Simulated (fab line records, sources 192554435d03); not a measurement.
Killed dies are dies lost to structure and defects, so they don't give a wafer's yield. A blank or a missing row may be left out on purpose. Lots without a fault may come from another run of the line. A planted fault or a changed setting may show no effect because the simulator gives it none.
Split-lot experiment | flow n5_finfet | 7 lots, 21 wafers read, on a route of 1938 steps

THE SPLIT
At N5_BEOL_M8_PECVD_70 (deposits SiO2 from TEOS/O2, target thk 20 nm, time 22.7 s), the setting temp_c was moved away from the recipe's 400 C on 9 of the 21 wafers read, by -2.9% to +3.2%. The other wafers ran this setting at the recipe's value.

The reading is taken at the split's own step.

THE READING
SiO2_of_BEOL_M8_PECVD_70.thk_nm (the simulator's own value, which no gauge read), in nm, at N5_BEOL_M8_PECVD_70 (deposits SiO2 from TEOS/O2, target thk 20 nm, time 22.7 s). The file gives no usual value for it. The 12 wafers here that ran the recipe average 19.9 nm, standard deviation 0.35 nm.

wafer  | tool, chamber at the split | temp_c as run, C | against the recipe | SiO2_of_BEOL_M8_PECVD_70.thk_nm, nm | against lot-mates on the recipe
L080.1 | pecvd-03, 0                | 400              | recipe             | 19.6                                | -
L080.4 | pecvd-03, 0                | 412.8            | +3.2%              | 18.4                                | -1.5
L080.6 | pecvd-03, 0                | 400              | recipe             | 20.2                                | -
L081.3 | pecvd-01, 2                | 400              | recipe             | 19.6                                | -
L081.4 | pecvd-01, 0                | 405.8            | +1.4%              | 19                                  | -0.6
L081.5 | pecvd-01, 1                | 405.8            | +1.4%              | 18.8                                | -0.8
L085.3 | pecvd-04, 0,2              | 400              | recipe             | 20                                  | -
L085.4 | pecvd-04, 0,2              | 400              | recipe             | 20                                  | -
L085.5 | pecvd-04, 0                | 410.7            | +2.7%              | 18.8                                | -1.2
L089.2 | pecvd-01, 2                | 388.4            | -2.9%              | 21.6                                | +1.2
L089.4 | pecvd-01, 0                | 400              | recipe             | 20.6                                | -
L089.5 | pecvd-01, 1                | 400              | recipe             | 20.2                                | -
L092.1 | pecvd-01, 0                | 390.5            | -2.4%              | 21.4                                | +1.0
L092.4 | pecvd-01, 1                | 390.5            | -2.4%              | 21.6                                | +1.2
L092.6 | pecvd-01, 0                | 400              | recipe             | 20.4                                | -
L095.3 | pecvd-01, 1                | 400              | recipe             | 19.6                                | -
L095.4 | pecvd-01, 2                | 389              | -2.7%              | 21.6                                | +2.0
L095.5 | pecvd-01, 0                | 389              | -2.7%              | 21.4                                | +1.8
L094.3 | pecvd-04, 1                | 400              | recipe             | 19.4                                | -
L094.4 | pecvd-04, 1                | 400              | recipe             | 20                                  | -
L094.5 | pecvd-04, 2                | 400              | recipe             | 19.8                                | -
Where a row lists several chambers, the file gives one row for several wafers and doesn't say which wafer went through which chamber.

THE FIT
A straight line over all 21 wafers: SiO2_of_BEOL_M8_PECVD_70.thk_nm changes by -0.561 nm for each +1% of temp_c; r = -0.95; the points scatter about the line by 0.31 nm.
The same after taking each lot's own level away (the mean of its wafers on the recipe; 21 wafers): -0.514 nm for each +1%; r = -0.96; scatter 0.24 nm.
On that fit, the largest move of temp_c shifts the reading by 1.6 nm.
The lots' own levels span 19.60 to 20.40 nm, that is 2.3 times the standard deviation above.
So the lot-to-lot level changes the slope little: the two slopes agree.
Check: with one of the wafers moved furthest among these (+3.2%) left out of the fit, the line predicts -1.64 nm for it against its lot-mates. It came out at -1.5 nm against them.

OTHER SPLITS ON THESE WAFERS
These wafers also went through other splits before the reading. Each is held against what the fit with the lots' levels taken away leaves over:
other split on the same wafers | wafers away from the commonest value | r with SiO2_of_BEOL_M8_PECVD_70.thk_nm (lot level and that fit taken away)
N5_BEOL_M6_COAT_60 spin_rpm    | 7                                    | -0.10
N5_BEOL_M7_PECVD_70 temp_c     | 9                                    | +0.04
N5_BEOL_M7_COAT_59 spin_rpm    | 5                                    | -0.07

THE FILE'S OWN FIT
SiO2_of_BEOL_M8_PECVD_70.thk_nm changes by -0.495 nm for each +1% of temp_c, r = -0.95.
